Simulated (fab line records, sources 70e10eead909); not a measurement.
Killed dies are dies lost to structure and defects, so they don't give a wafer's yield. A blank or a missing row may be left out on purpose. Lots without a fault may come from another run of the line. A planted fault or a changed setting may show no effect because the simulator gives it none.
One fault seen from 2 desks | flow nand_harc | each desk has only its own numbers; what lay behind them comes last

THE TOOL OWNER'S DESK: lpcvd_poly-01
The tool's own readings at NHARC_P_GATE_CVD_17 (deposits poly-Si, target thk 150 nm, time 900 s): means of the sampled wafers that have a number, for each lot that ran on this tool. A lot is out of limits, marked OUT, if its mean lies more than 4 standard deviations from the usual mean; the brackets give that distance.
Columns: A = spike_tc_bottom_C at NHARC_P_GATE_CVD_17, usual 642 C; B = spike_tc_upper_C at NHARC_P_GATE_CVD_17, usual 618.5 C
lot  | first seen here | A   | B
L807 | day 9 08:46     | 643 | 618.7
L808 | day 9 16:03     | 643 | 619.1
L810 | day 10 22:31    | 644 | 618.9
L811 | day 10 22:31    | 643 | 620.5
This desk's finding: nothing out of limits on any of the 4 lots.

THE DEFECT DESK
What the inspections along the route counted, lot by lot: means of the sampled wafers that have a number. A lot is out of limits, marked OUT, if its mean lies more than 4 standard deviations from the usual mean; the brackets give that distance.
Columns: A = raw_defect_count at NHARC_P_STI_INSPECT_25, usual 217; B = raw_defect_count at NHARC_P_GATE_INSPECT_28, usual 6; C = raw_defect_count at NHARC_P_GATE_INSPECT_68, usual 195
lot  | first seen here | A   | B             | C
L798 | day 4 17:14     | 236 | 5             | 232
L802 | day 6 12:08     | 202 | 7             | 180
L804 | day 7 04:20     | 333 | 8             | 251
L807 | day 8 13:50     | 232 | 10            | 187
L808 | day 8 21:46     | 161 | 6             | 158
L810 | day 10 03:52    | 331 | 288 (+91) OUT | 591 (+5.4) OUT
L811 | day 10 03:52    | 175 | 297 (+94) OUT | 476
L812 | day 10 18:39    | 238 | 4             | 207
L817 | day 12 18:36    | 251 | 7             | 195
L819 | day 13 17:19    | 165 | 7             | 147
This desk's finding: out of limits on L810, L811; first on L810, day 11 02:37 (raw_defect_count at NHARC_P_GATE_INSPECT_28). In limits: L798, L802, L804, L807, L808, L812, L817, L819.

PUT TOGETHER
The defect desk could have raised an alarm at day 11 02:37, on L810, L811.
The tool owner's desk saw nothing out of limits.
The tool owner's desk has L810, L811 on record, within its limits.
Of the lots named, all ran NHARC_P_GATE_CVD_17 on lpcvd_poly-01.

WHAT THE SIMULATOR HAD PUT IN
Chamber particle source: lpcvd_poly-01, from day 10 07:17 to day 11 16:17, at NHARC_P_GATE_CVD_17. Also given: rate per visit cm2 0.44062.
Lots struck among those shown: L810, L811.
Hours from the fault's start to each desk's first reading out of limits: the defect desk, 19.
